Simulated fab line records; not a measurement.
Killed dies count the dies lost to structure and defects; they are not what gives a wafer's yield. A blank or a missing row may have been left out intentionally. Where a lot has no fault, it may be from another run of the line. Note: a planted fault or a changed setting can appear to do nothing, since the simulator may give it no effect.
Lot-split experiment + flow n5_finfet + on a route of 1938 steps: 7 lots, 21 wafers read

SPLIT DETAILS
At N5_SD_EPI_P_ETCH_36 (etches SiARC in CF4, target depth 45.5 nm, time 75.8 s), the setting bias_w was moved away from the recipe's 36 W on 8 of the 21 wafers read, by -17.0% to +6.1%. For the rest of the wafers, this setting stayed at what the recipe calls for.

The reading is taken at the split's own step.

THE READING
rf_vpp_V, in V, at N5_SD_EPI_P_ETCH_36 (etches SiARC in CF4, target depth 45.5 nm, time 75.8 s). Typical for fault-free wafers on this fab line: 184.3 V, with standard deviation 1 V.

| wafer  | tool, chamber at the split | bias_w as run, W | against the recipe | rf_vpp_V, V | against lot-mates on the recipe |
|--------|----------------------------|------------------|--------------------|-------------|---------------------------------|
| L075.1 | rie_diel-04, 1             | 30.42            | -15.5%             | 163.4       | no lot-mate on the recipe       |
| L075.3 | rie_diel-04, 2             | 30.42            | -15.5%             | 165.7       | no lot-mate on the recipe       |
| L075.4 | rie_diel-04, 2             | 30.42            | -15.5%             | 166.7       | no lot-mate on the recipe       |
| L081.1 | rie_diel-02, 2             | 36               | recipe             | 182.7       | -                               |
| L081.2 | rie_diel-02, 3             | 36               | recipe             | 185.1       | -                               |
| L081.6 | rie_diel-02, 3             | 36               | recipe             | 185.4       | -                               |
| L086.3 | rie_diel-02, 0             | 36               | recipe             | 182.3       | -                               |
| L086.5 | rie_diel-02, 3             | 36               | recipe             | 184.7       | -                               |
| L086.6 | rie_diel-02, 2             | 38.21            | +6.1%              | 192.1       | +8.6                            |
| L090.1 | rie_diel-05, 2             | 36               | recipe             | 183.2       | -                               |
| L090.3 | rie_diel-05, 0             | 38               | +5.6%              | 191.3       | +7.2                            |
| L090.6 | rie_diel-05, 0             | 36               | recipe             | 185.1       | -                               |
| L094.1 | rie_diel-05, 3             | 32.84            | -8.8%              | 172.5       | -12.2                           |
| L094.3 | rie_diel-05, 2             | 32.84            | -8.8%              | 174.1       | -10.6                           |
| L094.5 | rie_diel-05, 2             | 36               | recipe             | 184.7       | -                               |
| L095.1 | rie_diel-05, 1             | 36               | recipe             | 183.5       | -                               |
| L095.2 | rie_diel-05, 0             | 36               | recipe             | 186.7       | -                               |
| L095.4 | rie_diel-05, 2             | 36               | recipe             | 184.6       | -                               |
| L097.3 | rie_diel-02, 2             | 29.88            | -17.0%             | 162.9       | -23.4                           |
| L097.4 | rie_diel-02, 3             | 36               | recipe             | 186.0       | -                               |
| L097.6 | rie_diel-02, 0             | 36               | recipe             | 186.6       | -                               |

THE FIT
A straight line over all 21 wafers: rf_vpp_V changes by +1.26 V for each +1% of bias_w; r = +0.99; the points scatter about the line by 1.3 V.
The same after taking each lot's own level away (the mean of its wafers on the recipe; 18 wafers): +1.35 V for each +1%; r = +0.99; scatter 1 V.
That fit puts the effect of the largest move of bias_w on the reading at 23 V.
The span of the lots' own levels, 183.50 to 186.30 V, comes to 2.8 times the standard deviation stated above.
So the lot-to-lot level changes the slope little: the two slopes agree.
Check: -22.3 V against its lot-mates is what the line predicts for one of the wafers moved furthest among these (-17.0%) when that wafer is left out of the fit. It came out at -23.4 V against them.
Tool readings at the split's step, against how far the setting was moved: rf_vpp_V r = +0.99.

THE OTHER SPLITS THESE WAFERS WENT THROUGH
Other splits were also applied to these wafers ahead of the reading. Each is held against what the fit with the lots' levels taken away leaves over:
| other split on the same wafers | wafers away from the commonest value | r with rf_vpp_V (lot level and that fit taken away) |
|--------------------------------|--------------------------------------|-----------------------------------------------------|
| N5_ZERO_LAYER_PECVD_02 time_s  | 5                                    | -0.18                                               |
| N5_FIN_SAQP_FIN_ETCH_36 bias_w | 6                                    | -0.14                                               |
| N5_FIN_CUT_COAT_19 spin_rpm    | 7                                    | -0.05                                               |
| N5_SD_EPI_N_COAT_33 spin_rpm   | 6                                    | -0.29                                               |
| N5_SD_EPI_N_EXPOSE_06 dose_mj  | 3                                    | -0.17                                               |
| N5_SD_EPI_P_PEB_07 peb_time_s  | 10                                   | +0.04                                               |

THE FILE'S OWN FIT
rf_vpp_V changes by +1.36 V for each +1% of bias_w, r = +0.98.
